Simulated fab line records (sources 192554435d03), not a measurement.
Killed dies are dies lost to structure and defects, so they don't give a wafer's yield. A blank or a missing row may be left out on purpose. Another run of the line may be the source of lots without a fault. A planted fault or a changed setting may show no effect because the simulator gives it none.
Split-lot experiment + flow n5Finfet + 7 lots, 21 wafers read, on a route of 1938 steps

ON THE SPLIT
At N5_BEOL_M2_EXPOSE_08 (exposes mask M2), the setting doseMj was moved away from the recipe's 41.25 on 4 of the 21 wafers read, by -2.3% to +4.1%. For the rest of the wafers, this setting stayed at what the recipe calls for.

FROM THE SPLIT TO THE READING: what the file shows between them, 3 steps
- N5_BEOL_M2_PEB_09: peb time 60 s
- N5_BEOL_M2_DEVELOP_10: develop time 30 s
- N5_BEOL_M2_DESCUM_16: chemistry O2, time 7 s

THE READING
BEOL_M2.cdOffsetNm (the simulator's own value, which no gauge read), in nm, at N5_BEOL_M2_ETCH_74 (etches underlayer in N2/H2, target depth 6.5 nm, time 5.2 s). The file does not state a usual value for it. The 17 wafers here that ran the recipe average 0.1 nm, standard deviation 0.098 nm.

| wafer  | tool, chamber at the split | doseMj as run | against the recipe | BEOL_M2.cdOffsetNm, nm | against lot-mates on the recipe |
|--------|----------------------------|---------------|--------------------|------------------------|---------------------------------|
| L076.1 | euvScanner-01, 0           | 41.25         | recipe             | 0                      | -                               |
| L076.2 | euvScanner-01, 0           | 41.25         | recipe             | 0                      | -                               |
| L076.3 | euvScanner-01, 0           | 41.25         | recipe             | 0.2                    | -                               |
| L078.4 | euvScanner-02, 0           | 41.25         | recipe             | 0.2                    | -                               |
| L078.5 | euvScanner-02, 0           | 41.25         | recipe             | 0.2                    | -                               |
| L078.6 | euvScanner-02, 0           | 41.25         | recipe             | 0.2                    | -                               |
| L082.3 | euvScanner-01, 0           | 40.3          | -2.3%              | -0.6                   | -0.6                            |
| L082.6 | euvScanner-01, 0           | 40.3          | -2.3%              | -0.6                   | -0.6                            |
| L082.5 | euvScanner-01, 0           | 41.25         | recipe             | 0                      | -                               |
| L085.2 | euvScanner-02, 0           | 41.25         | recipe             | 0                      | -                               |
| L085.3 | euvScanner-02, 0           | 41.25         | recipe             | 0                      | -                               |
| L085.4 | euvScanner-02, 0           | 41.25         | recipe             | 0                      | -                               |
| L086.2 | euvScanner-02, 0           | 42.96         | +4.1%              | 1                      | +0.8                            |
| L086.5 | euvScanner-02, 0           | 42.96         | +4.1%              | 1                      | +0.8                            |
| L086.6 | euvScanner-02, 0           | 41.25         | recipe             | 0.2                    | -                               |
| L089.1 | euvScanner-01, 0           | 41.25         | recipe             | 0                      | -                               |
| L089.2 | euvScanner-01, 0           | 41.25         | recipe             | 0                      | -                               |
| L089.4 | euvScanner-01, 0           | 41.25         | recipe             | 0                      | -                               |
| L091.1 | euvScanner-01, 0           | 41.25         | recipe             | 0.2                    | -                               |
| L091.4 | euvScanner-01, 0           | 41.25         | recipe             | 0.2                    | -                               |
| L091.3 | euvScanner-01, 0           | 41.25         | recipe             | 0                      | -                               |

FIT RESULTS
A straight line over all 21 wafers: BEOL_M2.cdOffsetNm changes by +0.241 nm for each +1% of doseMj; r = +0.96; the points scatter about the line by 0.1 nm.
The same after taking each lot's own level away (the mean of its wafers on the recipe; 21 wafers): +0.21 nm for each +1%; r = +0.98; scatter 0.066 nm.
On that fit, the largest move of doseMj shifts the reading by 0.87 nm.
Across the lots, their own levels run from 0.00 to 0.20 nm, a range of 2.0 times the standard deviation given above.
So the slope is not independent of the lot-to-lot level: the two fits are not the same.
Check: for one of the wafers moved furthest among these (+4.1%), held out of the fit, the line's prediction against its lot-mates is +0.891 nm. Against them it came out at +0.8 nm.

THESE WAFERS: OTHER SPLITS
These wafers also went through other splits before the reading. Each is held against what the fit with the lots' levels taken away leaves over:
| other split on the same wafers              | wafers away from the commonest value | r with BEOL_M2.cdOffsetNm (lot level and that fit taken away) |
|---------------------------------------------|--------------------------------------|---------------------------------------------------------------|
| N5_MOL_CONTACT_COAG_ETCH_105 biasW          | 9                                    | +0.01                                                         |
| N5_MOL_CONTACT_COAG_CONTACT_ETCH_14 sourceW | 11                                   | -0.12                                                         |
| N5_BEOL_M0_SAQP_ALD_48 aldCycles            | 8                                    | -0.42                                                         |
| N5_BEOL_M0_CUTY_COAT_50 spinRpm             | 10                                   | -0.33                                                         |
| N5_BEOL_M1_COAT_05 spinRpm                  | 9                                    | -0.01                                                         |
| N5_BEOL_M2_PECVD_72 tempC                   | 5                                    | -0.23                                                         |

FILE'S OWN FIT
BEOL_M2.cdOffsetNm changes by +0.209 nm for each +1% of doseMj, r = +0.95.
